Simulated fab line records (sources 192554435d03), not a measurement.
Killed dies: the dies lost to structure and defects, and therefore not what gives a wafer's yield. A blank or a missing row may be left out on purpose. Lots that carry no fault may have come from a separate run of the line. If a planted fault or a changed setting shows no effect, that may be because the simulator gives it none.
fab line records ; flow n5-finfet
[record] lots = 7; wafers = 18; last-day = 18
route steps=1938 shown MOL_CONTACT_COAG@532 BEOL_M4@1111
lots that met no fault: taken from a fault-free run of the same line
start-h: hours from the record's first day to the start of the lot's first wafer shown ; wait-h: hours since the lot's step before ; " unchanged from the row above ; L1.1+2: a row that stands for several wafers ; - no value, or no start given ; * or withheld: withheld ; < > ~ a bound
route shown NAME@n: names a module that has steps shown in the file, with the first one's number in the route ; usual: average and standard deviation across the fault-free wafers ; same: alike in all rows ; chamber/n: place in a boat ; sites: each site's reading ; _std_site: the values' standard deviation ; _edge_site: the outer-site mean with the inner-site mean subtracted ; radius-mm: how far each site lies from the wafer's centre ; mask NAME#n: copy n ; behind: the last tool/chamber to shape the wafer ; hold: the reason the lot was held/the length of the hold in hours/how it ended ; device: names the non-switching transistor (n, p or np) ; end of line: the same wafers' tests at the end of the route ; step lacking rows: just its recipe ; killed: count of dies lost to structure and defects at first sort (not the wafer's yield) ; map: per-die view of a wafer (x killed, . not killed, _ where there is no die)
set.NAME: the setting that was run; set.NAME@STEP: the one run at that earlier step ; model.NAME: the simulator's own value behind a step, which no gauge read
a table for each step, a row for each wafer; lots at some steps of the route
services: a tool's chamber out of use, with start hour (start-h, from the record's first day; less than 0 if before it), hours out, and reason
[[steps]]
[step N5_MOL_CONTACT_COAG_ETCH_106]
[recipe] chemistry = N2/H2; target = SOC; target-depth-a = 800; overetch-a = 160; mask-material = SiARC; temp-c = 40; time-s = 120; ion-energy-ev = 200; pressure-mtorr = 30; source-w = 840; bias-w = 150; n2-flow-sccm = 200; h2-flow-sccm = 200
[step N5_MOL_CONTACT_COAG_STRIP_107]
[recipe] chemistry = N2/H2; temp-c = 40; n2-flow-sccm = 200; h2-flow-sccm = 200; rf-frequency-hz = 6e+07
[step N5_MOL_CONTACT_COAG_STRIP_108]
[recipe] chemistry = N2/H2; temp-c = 40; n2-flow-sccm = 200; h2-flow-sccm = 200; rf-frequency-hz = 6e+07
[step N5_MOL_CONTACT_COAG_CONTACT_ETCH_14]
[recipe] chemistry = C4F6/O2; target = SiO2; target-depth-a = 275; overetch-a = 85; mask-material = SOC; pressure-mtorr = 30; source-w = 370; bias-w = 185; Ar_flow_sccm = 300; C4F6_flow_sccm = 16; O2_flow_sccm = 10; time-s = 20; ion-energy-ev = 259.6
[usual] drypump-motor-current-A = 5.8/0.37; oes-product-au = 0.67/0.062; rf-vpp-V = 694/4.7; showerhead-plenum-p-Torr = 2.91/0.13; throttle-valve-pct = 21.20/0.19
lot.wafer;tool;chamber;start-h;wait-h;drypump-motor-current-A;oes-product-au;rf-hours-counter-h;rf-vpp-V;showerhead-plenum-p-Torr;throttle-valve-pct
L425.4;rie-diel-05;1;91.66;0.0;5.4;0.67;107;685;2.68;21.40
L425.5;rie-diel-05;2;91.66;0.0;5.8;0.58;-;689;2.74;21.56
L425.6;rie-diel-05;3;91.66;0.0;6.3;0.62;-;697;2.97;21.42
L426.2;rie-diel-05;2;100.12;0.0;5.8;0.58;246;688;2.74;21.55
L426.3;rie-diel-05;3;100.12;0.0;6.3;0.61;210;695;2.97;21.44
L426.6;rie-diel-05;0;100.12;0.0;5.5;0.67;-;696;2.99;21.02
L430.1;rie-diel-02;3;119.75;0.0;5.9;0.65;167;694;2.97;20.98
L430.2;rie-diel-02;0;119.75;0.0;5.3;0.76;18;697;3.05;20.97
L431.4;rie-diel-02;2;123.06;0.0;6.4;0.59;227;693;2.83;21.35
L431.6;rie-diel-02;0;123.06;0.0;5.3;0.75;-;699;3.05;20.98
L432.2;rie-diel-05;1;134.88;0.0;5.4;0.66;124;685;2.67;21.41
L432.4;rie-diel-05;3;134.88;0.0;6.3;0.61;-;695;2.96;21.43
L445.3;rie-diel-02;1;208.08;0.0;5.5;0.68;92;699;3.03;21.28
L445.5;rie-diel-02;3;208.08;0.0;5.9;0.62;-;696;2.96;21.02
L445.6;rie-diel-02;0;208.08;0.0;5.3;0.71;-;698;3.04;21.00
L447.4;rie-diel-02;0;216.88;0.0;5.3;0.71;53;698;3.04;21.02
L447.5;rie-diel-02;0;216.88;0.0;5.3;0.70;-;698;3.04;21.01
L447.6;rie-diel-02;1;216.88;0.0;5.5;0.68;-;698;3.03;21.28
[step N5_MOL_CONTACT_COAG_STRIP_109]
[recipe] chemistry = C4F6/O2; resist = SiARC; rf-frequency-hz = 6e+07
[step N5_MOL_CONTACT_COAG_ETCH_15]
[recipe] chemistry = CH3F/O2; target = SiNx; target-depth-a = 70; mask-material = SOC; stop-on = Si:P; over-etch-frac = 0.75; ion-energy-ev = 120; pressure-mtorr = 30; source-w = 395; bias-w = 73; Ar_flow_sccm = 150; CH3F_flow_sccm = 30; O2_flow_sccm = 20
[usual] drypump-motor-current-A = 5.8/0.37; oes-product-au = 0.57/0.054; rf-vpp-V = 298.3/2.3; showerhead-plenum-p-Torr = 2.02/0.096; throttle-valve-pct = 16.28/0.19
lot.wafer;tool;chamber;start-h;wait-h;drypump-motor-current-A;oes-product-au;rf-hours-counter-h;rf-vpp-V;showerhead-plenum-p-Torr;throttle-valve-pct
L425.4;rie-diel-05;1;91.69;0.0;5.4;0.57;107;297.7;1.86;16.44
L425.5;rie-diel-05;2;91.69;0.0;5.8;0.50;-;296.0;1.90;16.65
L425.6;rie-diel-05;3;91.69;0.0;6.3;0.53;-;297.3;2.07;16.49
L426.2;rie-diel-05;2;100.15;0.0;5.8;0.50;246;297.2;1.89;16.64
L426.3;rie-diel-05;3;100.15;0.0;6.3;0.53;210;296.6;2.07;16.51
L426.6;rie-diel-05;0;100.15;0.0;5.6;0.57;-;300.7;2.08;16.13
L430.1;rie-diel-02;3;119.78;0.0;5.9;0.55;167;297.9;2.07;16.11
L430.2;rie-diel-02;0;119.78;0.0;5.3;0.65;18;297.7;2.13;15.98
L431.4;rie-diel-02;2;123.10;0.0;6.4;0.51;227;301.5;1.97;16.49
L431.6;rie-diel-02;0;123.10;0.0;5.3;0.64;-;297.4;2.13;15.97
L432.2;rie-diel-05;1;134.92;0.0;5.4;0.56;124;297.8;1.85;16.44
L432.4;rie-diel-05;3;134.92;0.0;6.3;0.52;-;297.4;2.06;16.54
L445.3;rie-diel-02;1;208.11;0.0;5.5;0.58;92;300.9;2.11;16.29
L445.5;rie-diel-02;3;208.11;0.0;5.9;0.53;-;298.4;2.06;16.18
L445.6;rie-diel-02;0;208.11;0.0;5.3;0.61;-;296.6;2.12;16.04
L447.4;rie-diel-02;0;216.92;0.0;5.3;0.61;53;296.7;2.11;16.04
L447.5;rie-diel-02;0;216.92;0.0;5.3;0.60;-;299.4;2.11;16.04
L447.6;rie-diel-02;1;216.92;0.0;5.5;0.59;-;301.3;2.11;16.30
[step N5_MOL_CONTACT_COAG_ETCH_110]
[recipe] chemistry = CF4/O2; target = Si; target-depth-a = 25; time-s = 8; pressure-mtorr = 100; source-w = 200; bias-w = 12; ion-energy-ev = 60; Ar_flow_sccm = 100; cf4-flow-sccm = 100; O2_flow_sccm = 10
[step N5_MOL_CONTACT_COAG_STRIP_98]
[recipe] chemistry = N2/H2; power-w = 500; temp-c = 40; pressure-mtorr = 50; rf-frequency-hz = 6e+07; overash-fraction = 0.3; bias-power-w = 8; h2-frac = 0.5; n2-flow-sccm = 300; h2-flow-sccm = 300
[usual] drypump-motor-current-A = 5.9/0.38; oes-product-au = 0.78/0.078; rf-vpp-V = 54.3/1.3; showerhead-plenum-p-Torr = 3.40/0.16; throttle-valve-pct = 18.92/0.25
lot.wafer;tool;chamber;start-h;wait-h;drypump-motor-current-A;oes-product-au;rf-hours-counter-h;rf-vpp-V;showerhead-plenum-p-Torr;throttle-valve-pct
L425.4;rie-diel-05;1;91.80;0.0;5.4;0.79;107;53.7;3.12;19.04
L425.5;rie-diel-05;2;91.80;0.0;5.8;0.68;-;52.0;3.18;19.08
L425.6;rie-diel-05;3;91.80;0.0;6.3;0.73;-;54.3;3.47;19.31
L426.2;rie-diel-05;2;100.26;0.0;5.8;0.67;246;55.0;3.18;19.03
L426.3;rie-diel-05;3;100.26;0.0;6.3;0.72;210;52.9;3.47;19.28
L426.6;rie-diel-05;0;100.26;0.0;5.5;0.78;-;55.8;3.50;18.60
L430.1;rie-diel-02;3;119.89;0.0;5.9;0.74;167;54.9;3.49;18.98
L430.2;rie-diel-02;0;119.89;0.0;5.3;0.91;18;55.7;3.57;18.66
L431.4;rie-diel-02;2;123.21;0.0;6.4;0.67;227;53.2;3.32;19.36
L431.6;rie-diel-02;0;123.21;0.0;5.3;0.89;-;54.8;3.57;18.62
L432.2;rie-diel-05;1;135.03;0.0;5.4;0.77;124;54.6;3.11;19.11
L432.4;rie-diel-05;3;135.03;0.0;6.4;0.72;-;52.4;3.46;19.30
L445.3;rie-diel-02;1;208.22;0.0;5.5;0.79;92;53.7;3.52;18.72
L445.5;rie-diel-02;3;208.22;0.0;5.9;0.73;-;58.0;3.47;19.04
L445.6;rie-diel-02;0;208.22;0.0;5.3;0.84;-;53.9;3.55;18.70
L447.4;rie-diel-02;0;217.03;0.0;5.3;0.84;53;53.6;3.55;18.68
L447.5;rie-diel-02;0;217.03;0.0;5.3;0.84;-;53.1;3.55;18.68
L447.6;rie-diel-02;1;217.03;0.0;5.5;0.80;-;53.3;3.52;18.70
[step N5_MOL_CONTACT_COAG_CD_MEAS_99]
[recipe] target-cd-nm = 17.2; polarity = opening
[usual] cd-nm = 17.3/0.33
lot.wafer;tool;chamber;start-h;wait-h;cd-nm
L425.4;cd-sem-03;-;91.88;-;17.2
L425.5;cd-sem-03;-;91.88;-;17.0
L425.6;cd-sem-03;-;91.88;-;17.4
L426.2;cd-sem-02;-;100.33;-;16.9
L426.3;cd-sem-02;-;100.33;-;18.0
L426.6;cd-sem-02;-;100.33;-;17.5
L430.1;cd-sem-02;-;119.96;-;17.2
L430.2;cd-sem-02;-;119.96;-;17.0
L431.4;cd-sem-01;-;123.29;-;16.7
L431.6;cd-sem-01;-;123.29;-;17.1
L432.2;cd-sem-02;-;135.10;-;17.5
L432.4;cd-sem-02;-;135.10;-;17.2
L445.3;cd-sem-02;-;208.29;-;17.7
L445.5;cd-sem-02;-;208.29;-;17.3
L445.6;cd-sem-02;-;208.29;-;17.0
L447.4;cd-sem-02;-;217.10;-;17.4
L447.5;cd-sem-02;-;217.10;-;17.2
L447.6;cd-sem-02;-;217.10;-;17.4
[step N5_MOL_CONTACT_COAG_IMPLANT_129]
[recipe] species = Ge; energy-kev = 3; dose-cm2 = 6e+14; tilt-deg = 0; rotation-deg = 0
[step N5_MOL_CONTACT_COAG_PRECLEAN_111]
[recipe] chemistry = NF3:NH3; afs-cycles = 1; temp-c = 30; time-s = 20; sublimation-temp-c = 180; sublimation-time-s = 60; pressure-torr = 3; rf-power-w = 30
[step N5_MOL_CONTACT_COAG_TI_SIL_19]
[recipe] material = Ti; target-thk-a = 42; temp-c = 200; chamber-pressure-pa = 5; power-w = 5000; time-s = 15
[usual] throttle-valve-pct = 30.2/1.1
lot.wafer;tool;chamber;start-h;wait-h;throttle-valve-pct
L425.4;pvd-sputter-01;-;92.66;0.1;30.3
L425.5;pvd-sputter-01;-;92.66;0.1;30.7
L425.6;pvd-sputter-01;-;92.66;0.1;29.1
L426.2;pvd-sputter-02;-;100.95;0.3;29.1
L426.3;pvd-sputter-02;-;100.95;0.3;29.1
L426.6;pvd-sputter-02;-;100.95;0.3;31.8
L430.1;pvd-sputter-02;-;121.36;0.2;31.5
L430.2;pvd-sputter-02;-;121.36;0.2;31.5
L431.4;pvd-sputter-02;-;123.75;0.1;28.8
L431.6;pvd-sputter-02;-;123.75;0.1;31.3
L432.2;pvd-sputter-01;-;138.24;1.8;29.2
L432.4;pvd-sputter-01;-;138.24;1.8;27.5
L445.3;pvd-sputter-03;-;208.81;0.2;30.7
L445.5;pvd-sputter-03;-;208.81;0.2;31.2
L445.6;pvd-sputter-03;-;208.81;0.2;30.1
L447.4;pvd-sputter-02;-;218.11;0.5;31.5
L447.5;pvd-sputter-02;-;218.11;0.5;31.4
L447.6;pvd-sputter-02;-;218.11;0.5;28.9
[step N5_MOL_CONTACT_COAG_ALD_20]
[recipe] material = TiN; target-thk-a = 15; temp-c = 400; ald-precursor-family = TiCl4; ald-co-reactant = NH3; pulse-time-s = 1; purge-time-s = 3; co-reactant-purge-time-s = 2; co-reactant-pulse-time-s = 2; ald-cycles = 68; pressure-torr = 3
[usual] ald-cycles = 68/0; heater-power-outer-w = 556/31; heater-power-w = 917/47; precursor-pulse-height-rel = 1.003/0.018
lot.wafer;tool;chamber;start-h;wait-h;ald-cycles;heater-power-outer-w;heater-power-w;precursor-pulse-height-rel;model.TiN_of_MOL_CONTACT_COAG_ALD_20.thk-nm
L425.4;ald-metal-03;2;92.78;0.1;68;601;923;1.001;1.4
L425.5;ald-metal-03;1;92.78;0.1;68;479;872;0.986;1.4
L425.6;ald-metal-03;2;92.78;0.1;68;607;948;1.003;1.4
L426.2;ald-metal-04;1;101.07;0.1;68;586;968;1.010;1.4
L426.3;ald-metal-04;2;101.07;0.1;68;557;912;1.029;1.4
L426.6;ald-metal-04;2;101.07;0.1;68;555;936;0.974;1.4
L430.1;ald-metal-04;1;121.48;0.1;111;590;950;1.041;2.4
L430.2;ald-metal-04;0;121.48;0.1;68;540;970;0.999;1.6
L431.4;ald-metal-04;0;123.87;0.1;111;538;956;1.002;2.4
L431.6;ald-metal-04;1;123.87;0.1;68;565;942;0.987;1.4
L432.2;ald-metal-04;1;138.36;0.1;68;600;955;1.008;1.6
L432.4;ald-metal-04;0;138.36;0.1;111;531;932;1.039;2.4
L445.3;ald-metal-04;0;208.93;0.1;68;551;960;1.021;1.6
L445.5;ald-metal-04;2;208.93;0.1;68;553;927;1.013;1.4
L445.6;ald-metal-04;3;208.93;0.1;68;576;893;1.000;1.6
L447.4;ald-metal-04;3;218.23;0.1;68;554;921;1.010;1.6
L447.5;ald-metal-04;0;218.23;0.1;68;546;959;1.020;1.6
L447.6;ald-metal-04;1;218.23;0.1;68;590;953;0.987;1.6
[step N5_MOL_CONTACT_COAG_SIL_ANNEAL_21]
[recipe] temp-c = 550; time-s = 60; ambient = N2
[usual] lamp-power-pct = 7.384/0.013; wafer_temp_C_max = 553.3/1
lot.wafer;tool;chamber;start-h;wait-h;lamp-power-pct;wafer_temp_C_max
L425.4;rtp-anneal-01;0;93.25;0.3;7.369;552.2
L425.5;rtp-anneal-01;0;93.25;0.3;7.382;553.0
L425.6;rtp-anneal-01;0;93.25;0.3;7.374;552.6
L426.2;rtp-anneal-02;0;101.48;0.2;7.389;553.2
L426.3;rtp-anneal-02;0;101.48;0.2;7.395;553.9
L426.6;rtp-anneal-02;0;101.48;0.2;7.391;553.4
L430.1;rtp-anneal-02;0;121.85;0.2;7.394;554.9
L430.2;rtp-anneal-02;0;121.85;0.2;7.402;554.4
L431.4;rtp-anneal-02;0;124.38;0.3;7.398;554.1
L431.6;rtp-anneal-02;0;124.38;0.3;7.394;553.8
L432.2;rtp-anneal-02;0;138.77;0.2;7.399;555.4
L432.4;rtp-anneal-02;0;138.77;0.2;7.388;555.2
L445.3;rtp-anneal-01;0;209.37;0.3;7.371;552.6
L445.5;rtp-anneal-01;0;209.37;0.3;7.379;552.1
L445.6;rtp-anneal-01;0;209.37;0.3;7.374;553.7
L447.4;rtp-anneal-01;0;218.70;0.3;7.375;552.1
L447.5;rtp-anneal-01;0;218.70;0.3;7.366;552.1
L447.6;rtp-anneal-01;0;218.70;0.3;7.378;551.4
[step N5_BEOL_M4_RC_MEAS_101]
[usual] DIBL_N = 35.9/1.3; DIBL_P = 35.9/1.5; IOFF_N = 0.152/0.023; IOFF_P = 0.204/0.027; ION_N = 673/9.2; ION_P = 462/6.7; SS_N = 71.4/0.48; SS_P = 73.2/0.55; VT_N = 250.3/2.6; VT_P = -250.6/3
lot.wafer;tool;chamber;start-h;wait-h;DIBL_N[mV/V];DIBL_P[mV/V];IOFF_N[nA/um];IOFF_P[nA/um];ION_N[uA/um];ION_P[uA/um];SS_N[mV/dec];SS_P[mV/dec];VT_N[mV];VT_P[mV]
L425.4;prober-02;0;181.34;0.5;34.9;35.1;0.116;0.169;656;455;70.1;72.4;253.4;-252.1
L425.5;prober-02;0;181.34;0.5;36.0;36.2;0.135;0.179;673;461;70.7;72.5;250.4;-250.8
L425.6;prober-02;0;181.34;0.5;35.3;35.1;0.119;0.165;660;456;70.4;72.5;255.4;-254.3
L426.2;prober-01;0;186.90;0.2;36.3;36.8;0.184;0.213;683;467;71.4;73.1;248.1;-252.1
L426.3;prober-01;0;186.90;0.2;36.2;37.6;0.185;0.225;687;459;70.6;73.6;247.5;-253.5
L426.6;prober-01;0;186.90;0.2;36.2;37.2;0.184;0.215;670;458;71.2;73.9;245.4;-253.0
L430.1;prober-01;0;208.44;0.0;33.9;33.4;0.111;0.167;667;465;70.2;72.2;252.3;-254.0
L430.2;prober-01;0;208.44;0.0;35.6;35.4;0.142;0.194;664;458;71.1;73.6;251.6;-250.2
L431.4;prober-02;0;231.33;0.5;37.0;36.0;0.162;0.232;660;457;71.7;73.6;250.2;-247.1
L431.6;prober-02;0;231.33;0.5;36.1;34.5;0.141;0.198;659;449;71.9;72.5;253.3;-251.8
L432.2;prober-02;0;240.23;0.3;35.5;36.1;0.136;0.191;672;461;71.6;72.7;254.0;-252.5
L432.4;prober-02;0;240.23;0.3;36.8;37.5;0.160;0.215;691;467;70.9;73.4;249.5;-248.3
L445.3;prober-02;0;305.78;0.3;35.8;36.8;0.156;0.192;682;466;71.3;73.1;251.0;-251.5
L445.5;prober-02;0;305.78;0.3;36.3;36.9;0.171;0.197;675;458;71.6;73.2;247.3;-253.1
L445.6;prober-02;0;305.78;0.3;36.4;37.0;0.172;0.190;680;464;71.6;73.4;247.0;-253.9
L447.4;prober-01;0;332.40;0.5;36.9;34.6;0.139;0.201;657;458;71.7;73.5;253.3;-251.9
L447.5;prober-01;0;332.40;0.5;36.5;35.2;0.141;0.211;654;458;71.0;73.9;253.8;-252.1
L447.6;prober-01;0;332.40;0.5;38.6;37.2;0.187;0.241;672;462;71.9;74.0;249.5;-250.9
[[services]]
tool;chamber;start-h;hours;kind
pvd-sputter-03;-;67.80;24.8;repair
rie-diel-02;-;85.35;0.4;repair
rie-diel-05;2;108.52;-;clean
rie-diel-05;2;108.52;-;consumable-replace:focus-ring
rie-diel-05;2;108.52;-;consumable-replace:showerhead
rie-diel-05;2;108.52;29.3;scheduled-down
rie-diel-05;2;108.52;29.3;vent-cycle
rie-diel-02;2;113.74;6.6;repair
ald-metal-04;2;135.23;2.3;repair
ald-metal-04;0;142.61;23.8;repair
ald-metal-03;-;163.31;12.9;repair
ald-metal-04;-;182.90;2.8;pm
pvd-sputter-03;-;186.76;4.3;repair
rie-diel-02;2;193.76;-;clean
rie-diel-02;2;193.76;-;consumable-replace:focus-ring
rie-diel-02;2;193.76;21.7;scheduled-down
rie-diel-02;2;193.76;21.7;vent-cycle
[[key]]
[first-sign] step = N5_MOL_CONTACT_COAG_ALD_20; reading = ald-cycles; direction = up; sigmas = 99+; usual = *; struck = *
effect none on later readings
[model-effect] step = N5_MOL_CONTACT_COAG_ALD_20; value = TiN_of_MOL_CONTACT_COAG_ALD_20.thk-nm; without = 1.6; struck = 2.4
met-at N5_MOL_CONTACT_COAG_ALD_20
struck-wafers L430.1,L431.4,L432.4
onset-between 101.07 121.48
[fault] kind = process-parameter-drift; tool = ald-metal-04; chamber = -; onset-h = 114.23; steps = N5_MOL_CONTACT_COAG_ALD_20; channel = ald-cycles; offset = *; shape = step; end-h = 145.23; scope = struck-wafers-only; acts-in = *; stated = *
